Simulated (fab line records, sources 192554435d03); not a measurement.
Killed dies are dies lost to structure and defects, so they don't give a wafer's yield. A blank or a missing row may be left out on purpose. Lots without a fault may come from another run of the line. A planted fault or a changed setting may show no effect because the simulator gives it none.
fab line records | flow n5_finfet | part 1 of 2: steps 1 to 17 of 25
record lots=5 wafers=15 last_day=18
route steps=1938 shown FIN_CUT@174 STI_FIN_REVEAL@183
lots that met no fault: from a run of the same line without faults
start_h: hours from the record's first day to the start of the lot's first wafer shown | wait_h: hours since the lot's step before | " the same as in the row above | L1.1+2: a row that stands for several wafers | - no value, or no start given | * or withheld: withheld | < > ~ a bound
route shown NAME@n: a module of which the file shows steps, and the number in the route of the first | usual: mean/standard deviation of fault-free wafers | same: alike in all rows | chamber/n: place in a boat | sites: the reading at each site | _std_site: their standard deviation | _edge_site: outer sites' mean less inner sites' | radius_mm: how far each site lies from the wafer's centre | mask NAME#n: copy n | behind: the tool/chamber that last shaped the wafer | hold: why the lot was held/for how many hours/how that ended | device: the transistor (n, p or np) that didn't switch | end of line: the same wafers' tests at the end of the route | a step without rows: its recipe alone | killed: dies lost to structure and defects at the first sort, not the wafer's yield | map: a wafer's dies, x killed, . not, _ none there
set.NAME: the setting as run; set.NAME@STEP: as run at that earlier step | model.NAME: the simulator's own value behind a step, which no gauge read
lots at some steps of the route; a table a step, a row a wafer
services: from which hour (start_h, from the record's first day; less than 0 if before it) a tool's chamber was out of use, for how many hours, and why
## steps
# step N5_FIN_CUT_CUT_ETCH_27
# recipe chemistry=CHF3/O2 target=SiO2 target_depth_a=40 mask_material=SOC overetch_a=20 time_s=4.9 pressure_mtorr=30 source_w=650 bias_w=170 Ar_flow_sccm=200 CHF3_flow_sccm=50 O2_flow_sccm=5 ion_energy_ev=200
# usual drypump_motor_current_A=5.8/0.34 oes_product_au=0.61/0.052 rf_fwd_power_W=644.5/2.7 rf_vpp_V=526/10 showerhead_plenum_p_Torr=2.41/0.077 throttle_valve_pct=18.83/0.16
# columns lot.wafer tool chamber start_h wait_h drypump_motor_current_A oes_product_au rf_fwd_power_W rf_hours_counter_h rf_vpp_V showerhead_plenum_p_Torr throttle_valve_pct
L078.2 rie_diel-03 0 52.08 0.0 5.9 0.74 646.2 14 545 2.37 18.54
L078.5 " 3 " " 5.5 0.58 647.2 - 515 2.51 18.77
L078.6 " 2 " " 6.0 0.63 647.5 - 525 2.32 18.82
L079.2 rie_diel-03 0 57.96 0.0 5.9 0.72 645.8 16 544 2.37 18.57
L079.5 " 3 " " 5.5 0.58 645.9 - 516 2.51 18.75
L079.6 " 2 " " 6.0 0.63 642.6 - 526 2.32 18.82
L093.1 rie_diel-03 0 142.06 0.0 5.9 0.69 642.6 42 542 2.36 18.59
L093.4 " 1 " " 5.7 0.62 642.0 130 538 2.43 18.68
L093.6 " 0 " " 5.9 0.69 640.5 - 545 2.36 18.60
L096.3 rie_diel-04 3 160.37 0.0 6.3 0.69 642.3 44 516 2.56 18.86
L096.4 " 1 " " 5.2 0.54 640.7 232 531 2.49 19.01
L096.6 " 3 " " 6.3 0.69 641.8 - 516 2.55 18.82
L097.1 rie_diel-03 3 166.17 0.0 5.5 0.57 647.1 181 515 2.49 18.82
L097.4 " 2 " " 6.0 0.61 643.1 161 524 2.31 18.87
L097.6 " 1 " " 5.7 0.62 648.1 - 538 2.43 18.69
# step N5_FIN_CUT_PRECLEAN_35
# recipe time_s=13.3 temp_c=45 pressure_torr=125 p_hf_torr=3 p_coreactant_torr=25 chemistry=vHF
# usual drypump_motor_current_A=6.23/0.22 temp_c=45.01/0.099
# columns lot.wafer tool chamber start_h wait_h drypump_motor_current_A temp_c
L078.2 vapor_etch-01 0 52.15 0.0 6.23 44.89
L078.5 " 0 " " 6.23 44.96
L078.6 " 1 " " 6.56 45.09
L079.2 vapor_etch-02 0 58.03 0.0 5.92 45.00
L079.5 " 0 " " 5.89 44.96
L079.6 " 1 " " 6.28 45.09
L093.1 vapor_etch-01 0 142.12 0.0 6.23 44.99
L093.4 " 0 " " 6.19 44.93
L093.6 " 0 " " 6.22 44.95
L096.3 vapor_etch-01 1 160.45 0.1 6.55 44.99
L096.4 " 0 " " 6.21 45.00
L096.6 " 0 " " 6.23 45.08
L097.1 vapor_etch-01 1 166.24 0.0 6.53 44.96
L097.4 " 1 " " 6.53 45.08
L097.6 " 1 " " 6.55 44.97
# step N5_FIN_CUT_CUT_ETCH_15
# recipe chemistry=HBr/Cl2/O2 target=Si target_depth_a=1000 bt_time_s=10 mask_material=SOC time_s=42.4 ion_energy_ev=* bias_w=* pressure_mtorr=10 icp_w=800 HBr_flow_sccm=150 Cl2_flow_sccm=80 O2_flow_sccm=12
# usual drypump_motor_current_A=5.8/0.36 oes_product_au=1.002/0.012 rf_fwd_power_W=* throttle_valve_pct=37.23/0.3
# columns lot.wafer tool chamber start_h wait_h drypump_motor_current_A oes_product_au rf_fwd_power_W rf_hours_counter_h throttle_valve_pct
L078.2 rie_si-02 0 52.23 0.1 5.3 1.008 * 187 37.09
L078.5 " 2 " " 5.7 1.000 * - 36.82
L078.6 " 3 " " 5.6 0.989 * - 37.61
L079.2 rie_si-06 0 58.11 0.1 6.5 0.994 * 199 37.54
L079.5 " 0 " " 6.5 0.992 * - 37.53
L079.6 " 3 " " 5.4 0.994 * - 37.44
L093.1 rie_si-05 3 142.21 0.1 6.0 1.005 * 0 36.73
L093.4 " 2 " " 5.9 1.022 * 88 37.36
L093.6 " 2 " " 6.0 1.023 * - 37.35
L096.3 rie_si-06 2 160.51 0.0 5.1 1.006 * 184 37.00
L096.4 " 1 " " 6.0 0.994 * - 37.48
L096.6 " 2 " " 5.1 1.013 * - 37.01
L097.1 rie_si-02 1 166.32 0.1 5.8 0.994 * 159 36.78
L097.4 " 2 " " 5.7 1.001 * 46 36.82
L097.6 " 0 " " 5.3 1.002 * - 37.08
# step N5_FIN_CUT_CUT_ETCH_28
# recipe chemistry=HBr/Cl2/O2 target=Si target_depth_a=60 mask_material=SOC time_s=2.4 ion_energy_ev=* bias_w=* pressure_mtorr=10 icp_w=800 HBr_flow_sccm=150 Cl2_flow_sccm=80 O2_flow_sccm=12
# usual drypump_motor_current_A=5.8/0.36 oes_product_au=1.001/0.011 rf_fwd_power_W=* throttle_valve_pct=37.23/0.3
# columns lot.wafer tool chamber start_h wait_h drypump_motor_current_A oes_product_au rf_fwd_power_W rf_hours_counter_h throttle_valve_pct
L078.2 rie_si-02 0 52.29 0.0 5.3 1.007 * 187 37.07
L078.5 " 2 " " 5.7 0.996 * - 36.83
L078.6 " 3 " " 5.6 0.991 * - 37.63
L079.2 rie_si-06 0 58.16 0.0 6.5 0.996 * 199 37.52
L079.5 " 0 " " 6.5 0.997 * - 37.52
L079.6 " 3 " " 5.4 0.993 * - 37.43
L093.1 rie_si-05 3 142.26 0.0 6.0 0.999 * 0 36.74
L093.4 " 2 " " 5.9 1.022 * 88 37.35
L093.6 " 2 " " 5.9 1.018 * - 37.35
L096.3 rie_si-06 2 160.57 0.0 5.1 1.007 * 184 36.99
L096.4 " 1 " " 6.0 0.988 * - 37.47
L096.6 " 2 " " 5.1 1.001 * - 37.00
L097.1 rie_si-02 1 166.37 0.0 5.8 0.991 * 159 36.75
L097.4 " 2 " " 5.7 0.996 * 46 36.83
L097.6 " 0 " " 5.3 1.010 * - 37.07
# step N5_FIN_CUT_STRIP_22
# recipe chemistry=N2/H2 power_w=500 temp_c=40 pressure_mtorr=50 rf_frequency_hz=6e+07 overash_fraction=0.3 bias_power_w=8 h2_frac=0.5 n2_flow_sccm=300 h2_flow_sccm=300
# usual drypump_motor_current_A=5.7/0.41 oes_product_au=0.76/0.073 rf_vpp_V=54.1/2.2 showerhead_plenum_p_Torr=3.36/0.11 temp_c=39.98/0.1 throttle_valve_pct=19.0/0.32
# columns lot.wafer tool chamber start_h wait_h drypump_motor_current_A oes_product_au rf_hours_counter_h rf_vpp_V showerhead_plenum_p_Torr temp_c throttle_valve_pct
L078.2 rie_diel-03 3 52.37 0.1 5.5 0.74 145 57.7 3.51 40.03 18.7
L078.5 " 1 " " 5.7 0.80 - 49.9 3.38 39.87 18.6
L078.6 " 2 " " 6.0 0.78 - 52.0 3.25 39.98 19.0
L079.2 rie_diel-02 2 58.30 0.1 5.9 0.79 101 55.6 3.39 40.09 19.3
L079.5 " 1 " " 6.4 0.70 - 53.3 3.32 39.91 18.6
L079.6 " 0 " " 5.7 0.67 - 54.7 3.48 40.02 19.3
L093.1 rie_diel-03 0 142.46 0.2 5.9 0.87 43 55.7 3.27 40.18 18.9
L093.4 " 1 " " 5.7 0.80 131 52.3 3.36 39.86 18.6
L093.6 " 2 " " 6.0 0.77 - 55.4 3.24 40.02 19.0
L096.3 rie_diel-02 3 160.64 0.0 4.9 0.75 196 56.6 3.19 40.13 19.1
L096.4 " 0 " " 5.7 0.67 247 54.5 3.46 40.02 19.4
L096.6 " 2 " " 5.9 0.77 - 53.4 3.37 40.07 19.4
L097.1 rie_diel-02 1 166.63 0.2 6.4 0.69 242 57.3 3.30 39.79 18.7
L097.4 " 2 " " 5.9 0.76 134 55.6 3.37 39.96 19.4
L097.6 " 0 " " 5.7 0.65 - 50.9 3.46 40.03 19.4
# step N5_FIN_CUT_PRECLEAN_36
# recipe chemistry=O3/DIW time_s=60 temp_c=22 o3_ppm=10
# usual bath_heat_duty_pct=2.3/0.42 temp_c=21.99/0.096
# columns lot.wafer tool chamber start_h wait_h bath_heat_duty_pct temp_c
L078.2 wet_bench-01 6 52.44 - 2.1 21.92
L078.5 " 5 " " 2.5 21.95
L078.6 " 0 " " 2.9 21.92
L079.2 wet_bench-06 3 58.37 - 2.3 21.94
L079.5 " 7 " " 2.7 22.06
L079.6 " 0 " " 1.9 22.02
L093.1 wet_bench-06 5 142.55 - 2.6 22.15
L093.4 " 7 " " 2.6 21.95
L093.6 " 0 " " 2.8 21.96
L096.3 wet_bench-05 7 160.71 - 2.3 22.13
L096.4 " 2 " " 1.3 21.87
L096.6 " 4 " " 2.9 21.99
L097.1 wet_bench-01 5 166.70 - 2.4 22.01
L097.4 " 1 " " 2.7 22.03
L097.6 " 3 " " 1.6 21.94
# step N5_FIN_CUT_SRD_32
# recipe dry=ipa_marangoni time_s=30 temp_c=23 rinse_liquid=diw
# usual bath_heat_duty_pct=3.6/0.6 temp_c=22.98/0.1
# columns lot.wafer tool chamber start_h wait_h bath_heat_duty_pct temp_c
L078.2 wet_bench-01 6 52.46 0.0 3.8 22.97
L078.5 " 5 " " 3.1 23.10
L078.6 " 0 " " 3.4 22.97
L079.2 wet_bench-06 3 58.39 0.0 4.0 22.99
L079.5 " 7 " " 3.3 23.13
L079.6 " 0 " " 3.5 23.02
L093.1 wet_bench-06 5 142.57 0.0 4.6 23.09
L093.4 " 7 " " 3.7 22.86
L093.6 " 0 " " 4.0 22.99
L096.3 wet_bench-05 7 160.73 0.0 3.1 23.13
L096.4 " 2 " " 2.8 23.11
L096.6 " 4 " " 2.8 23.16
L097.1 wet_bench-01 5 166.72 0.0 2.7 23.03
L097.4 " 1 " " 3.6 23.03
L097.6 " 3 " " 3.4 23.15
# step N5_FIN_CUT_UV_OZONE_34
# recipe time_s=120 pressure_torr=760 temp_c=25
# usual temp_c=25.00/0.11
# columns lot.wafer tool chamber start_h wait_h temp_c
L078.2 wet_bench-01 6 52.48 0.0 24.78
L078.5 " 5 " " 25.03
L078.6 " 0 " " 24.99
L079.2 wet_bench-06 3 58.40 0.0 24.79
L079.5 " 7 " " 25.18
L079.6 " 0 " " 24.91
L093.1 wet_bench-06 5 142.59 0.0 24.81
L093.4 " 7 " " 24.87
L093.6 " 0 " " 24.99
L096.3 wet_bench-05 7 160.75 0.0 25.10
L096.4 " 2 " " 25.05
L096.6 " 4 " " 24.99
L097.1 wet_bench-01 5 166.73 0.0 24.93
L097.4 " 1 " " 24.92
L097.6 " 3 " " 25.17
# step N5_FIN_CUT_INSPECT_17
# recipe inspect_instrument=brightfield mode=aei
# usual raw_defect_count=232/65
# columns lot.wafer tool chamber start_h wait_h raw_defect_count
L078.2 defect_inspect-01 - 52.53 0.0 317
L078.5 " - " " 337
L078.6 " - " " 215
L079.2 defect_inspect-01 - 58.46 0.0 179
L079.5 " - " " 195
L079.6 " - " " 186
L093.1 defect_inspect-01 - 142.64 0.0 138
L093.4 " - " " 239
L093.6 " - " " 247
L096.3 defect_inspect-01 - 160.81 0.0 148
L096.4 " - " " 213
L096.6 " - " " 158
L097.1 defect_inspect-02 - 166.79 0.0 214
L097.4 " - " " 167
L097.6 " - " " 168
# step N5_STI_FIN_REVEAL_ALD_00
# recipe material=SiO2 target_thk_a=10 temp_c=300 ald_precursor_family=BDEAS ald_co_reactant=O2-plasma pulse_time_s=1 pressure_torr=2
# usual heater_power_w=493/38 precursor_pulse_height_rel=1.000/0.021
# columns lot.wafer tool chamber start_h wait_h heater_power_w precursor_pulse_height_rel
L078.2 ald_sin-03 0 52.57 0.0 539 0.981
L078.5 " 1 " " 444 0.990
L078.6 " 0 " " 536 1.036
L079.2 ald_sin-01 0 58.50 0.0 490 0.988
L079.5 " 0 " " 513 1.018
L079.6 " 3 " " 561 0.973
L093.1 ald_sin-01 2 142.79 0.1 493 0.994
L093.4 " 3 " " 537 1.017
L093.6 " 0 " " 506 1.004
L096.3 ald_sin-04 3 160.85 0.0 467 0.977
L096.4 " 1 " " 437 1.023
L096.6 " 2 " " 509 1.008
L097.1 ald_sin-01 1 166.83 0.0 428 0.982
L097.4 " 0 " " 489 1.002
L097.6 " 3 " " 557 1.039
# step N5_STI_FIN_REVEAL_ALD_14
# recipe material=Si3N4 target_thk_a=30 temp_c=400 ald_precursor_family=SiH2I2 ald_co_reactant=N2/H2-plasma pressure_torr=2
# usual heater_power_w=880/69
# columns lot.wafer tool chamber start_h wait_h heater_power_w
L078.2 ald_sin-03 0 52.62 0.0 971
L078.5 " 1 " " 789
L078.6 " 0 " " 951
L079.2 ald_sin-01 0 58.55 0.0 910
L079.5 " 0 " " 888
L079.6 " 3 " " 991
L093.1 ald_sin-01 2 142.84 0.0 880
L093.4 " 3 " " 978
L093.6 " 0 " " 879
L096.3 ald_sin-04 3 160.90 0.0 840
L096.4 " 1 " " 773
L096.6 " 2 " " 890
L097.1 ald_sin-01 1 166.88 0.0 774
L097.4 " 0 " " 895
L097.6 " 3 " " 974
# step N5_STI_FIN_REVEAL_FCVD_FILL_01
# recipe material=SiO2_flowable target_thk_a=3120 temp_c=100 pressure_torr=0.8 rf_w=2000 time_s=512.2
# usual rf_fwd_power_W=1998/5.9
# columns lot.wafer tool chamber start_h wait_h rf_fwd_power_W
L078.2 fcvd-01 0 53.03 0.3 2002
L078.5 " 1 " " 2006
L078.6 " 0 " " 2008
L079.2 fcvd-02 0 58.79 0.1 2005
L079.5 " 0 " " 2006
L079.6 " 1 " " 1996
L093.1 fcvd-01 0 143.08 0.1 1998
L093.4 " 1 " " 1999
L093.6 " 0 " " 2009
L096.3 fcvd-01 1 161.34 0.3 1991
L096.4 " 0 " " 2006
L096.6 " 1 " " 1996
L097.1 fcvd-02 1 167.11 0.1 1986
L097.4 " 1 " " 2004
L097.6 " 1 " " 1990
# step N5_STI_FIN_REVEAL_DENSIFY_02
# recipe temp_c=650 ambient=steam time_s=1800 idle_temp_c=400 densification_p_h2o_torr=640
# usual zone_power_bottom_pct=13.7/1.3 zone_power_centre_pct=10.5/1.1
# columns lot.wafer tool chamber start_h wait_h zone_power_bottom_pct zone_power_centre_pct
L078.2 furnace-01 0 53.87 0.6 12.4 11.5
L078.5 " 0 " " 12.2 11.6
L078.6 " 0 " " 12.0 11.4
L079.2 furnace-02 0 59.42 0.4 13.3 11.2
L079.5 " 0 " " 13.4 11.0
L079.6 " 0 " " 13.3 11.1
L093.1 furnace-02 0 143.71 0.4 13.3 11.0
L093.4 " 0 " " 13.5 11.1
L093.6 " 0 " " 13.3 11.0
L096.3 furnace-02 0 161.77 0.2 13.6 11.1
L096.4 " 0 " " 13.3 10.8
L096.6 " 0 " " 13.4 10.9
L097.1 furnace-03 0 168.35 1.0 15.6 9.1
L097.4 " 0 " " 15.1 9.0
L097.6 " 0 " " 15.3 9.1
# step N5_STI_FIN_REVEAL_CMP_04
# recipe stop_on=Si3N4 t_overpolish_s=4 down_force_psi=2 platen_rpm=54.18 post_cmp_clean=alkaline_brush pad_velocity_m_s=1.078 target_thk_nm=131.83
# usual motor_current_A=8.2/0.96 overpolish_run_s=4.000/0.0094 time_to_endpoint_s=104/4.4
# columns lot.wafer tool chamber start_h wait_h motor_current_A overpolish_run_s time_to_endpoint_s
L078.2 cmp-03 1 58.07 0.1 7.2 4.016 97
L078.6 " 0 " " 8.8 4.010 105
L078.5 " 1 " " 6.9 3.991 98
L079.2 cmp-01 2 63.59 0.0 9.1 3.986 104
L079.6 " 2 " " 9.4 4.008 104
L079.5 " 3 " " 8.8 3.984 100
L093.1 cmp-01 1 147.88 0.0 8.5 4.002 110
L093.4 " 2 " " 9.9 4.005 109
L093.6 " 2 " " 9.7 3.991 108
L096.4 cmp-03 1 165.95 0.0 7.2 4.012 98
L096.3 " 3 " " 7.1 3.985 100
L096.6 " 1 " " 7.0 4.003 101
L097.4 cmp-04 0 172.51 0.0 9.4 4.005 102
L097.1 " 2 " " 8.1 4.000 103
L097.6 " 1 " " 8.1 4.004 107
# step N5_STI_FIN_REVEAL_THK_MEAS_05
# usual thk_nm=131.8/1
# columns lot.wafer tool chamber start_h wait_h thk_nm
L078.2 film_metro-02 - 58.33 - 131.2
L078.5 " - " " 130.7
L078.6 " - " " 131.6
L079.2 film_metro-02 - 63.88 - 131.1
L079.5 " - " " 130.5
L079.6 " - " " 132.5
L093.1 film_metro-01 - 148.17 - 131.0
L093.4 " - " " 131.8
L093.6 " - " " 130.9
L096.3 film_metro-02 - 166.25 - 131.3
L096.4 " - " " 131.0
L096.6 " - " " 131.3
L097.1 film_metro-01 - 172.81 - 130.2
L097.4 " - " " 131.6
L097.6 " - " " 132.2
# step N5_STI_FIN_REVEAL_DENSIFY_30
# recipe temp_c=* time_s=* ambient=N2 idle_temp_c=600 ramp_up_c_per_s=150 ramp_down_c_per_s=60 cool_to_c=600
# usual lamp_power_pct=11.53/0.064 lamp_zone_5_pct=11.533/0.017 wafer_temp_C_max=*
# columns lot.wafer tool chamber start_h wait_h lamp_power_pct lamp_zone_5_pct wafer_temp_C_max
L078.2 rtp_anneal-02 0 58.68 0.4 11.39 11.527 *
L078.5 " 0 " " 11.58 11.567 *
L078.6 " 0 " " 11.48 11.550 *
L079.2 rtp_anneal-02 0 64.47 0.6 11.58 11.533 *
L079.5 " 0 " " 11.57 11.535 *
L079.6 " 0 " " 11.56 11.512 *
L093.1 rtp_anneal-01 0 148.35 0.2 11.41 11.508 *
L093.4 " 0 " " 11.44 11.551 *
L093.6 " 0 " " 11.50 11.506 *
L096.3 rtp_anneal-02 0 166.34 0.1 11.59 11.556 *
L096.4 " 0 " " 11.55 11.502 *
L096.6 " 0 " " 11.50 11.539 *
L097.1 rtp_anneal-02 0 172.84 0.0 11.51 11.517 *
L097.4 " 0 " " 11.62 11.547 *
L097.6 " 0 " " 11.55 11.534 *
# step N5_STI_FIN_REVEAL_ETCHBACK_08
# recipe chemistry=C4F6/O2 target=SiO2 target_depth_a=305 time_s=10.167 ion_energy_ev=250 pressure_mtorr=30 source_w=345 bias_w=185 Ar_flow_sccm=300 C4F6_flow_sccm=10 O2_flow_sccm=10
# usual drypump_motor_current_A=5.6/0.56 oes_product_au=0.77/0.075 rf_fwd_power_W=341.0/1.3 rf_vpp_V=670/8.8 showerhead_plenum_p_Torr=2.83/0.076 throttle_valve_pct=21.16/0.23
# columns lot.wafer tool chamber start_h wait_h drypump_motor_current_A oes_product_au rf_fwd_power_W rf_hours_counter_h rf_vpp_V showerhead_plenum_p_Torr throttle_valve_pct
L078.2 rie_diel-01 1 58.95 0.2 5.1 0.78 342.3 119 668 2.85 20.97
L078.5 " 2 " " 6.5 0.91 343.7 - 658 2.92 20.76
L078.6 " 3 " " 5.2 0.70 339.2 - 681 2.81 21.16
L079.2 rie_diel-01 1 64.96 0.5 5.1 0.78 341.1 120 669 2.84 20.99
L079.5 " 2 " " 6.4 0.92 341.1 - 659 2.92 20.76
L079.6 " 3 " " 5.2 0.71 338.6 - 681 2.81 21.14
L093.1 rie_diel-01 1 148.66 0.3 5.0 0.75 341.1 151 669 2.83 21.02
L093.4 " 3 " " 5.2 0.68 339.7 236 682 2.80 21.19
L093.6 " 2 " " 6.4 0.85 340.8 - 659 2.91 20.80
L096.3 rie_diel-01 3 166.49 0.1 5.2 0.67 338.1 245 680 2.79 21.20
L096.4 " 0 " " 4.9 0.82 340.6 - 675 2.75 21.18
L096.6 " 3 " " 5.2 0.68 340.1 - 680 2.79 21.22
L097.1 rie_diel-06 0 173.05 0.2 5.6 0.78 341.4 163 667 2.88 21.35
L097.4 " 3 " " 5.5 0.69 341.8 217 676 2.72 21.47
L097.6 " 3 " " 5.5 0.68 340.6 - 675 2.72 21.44
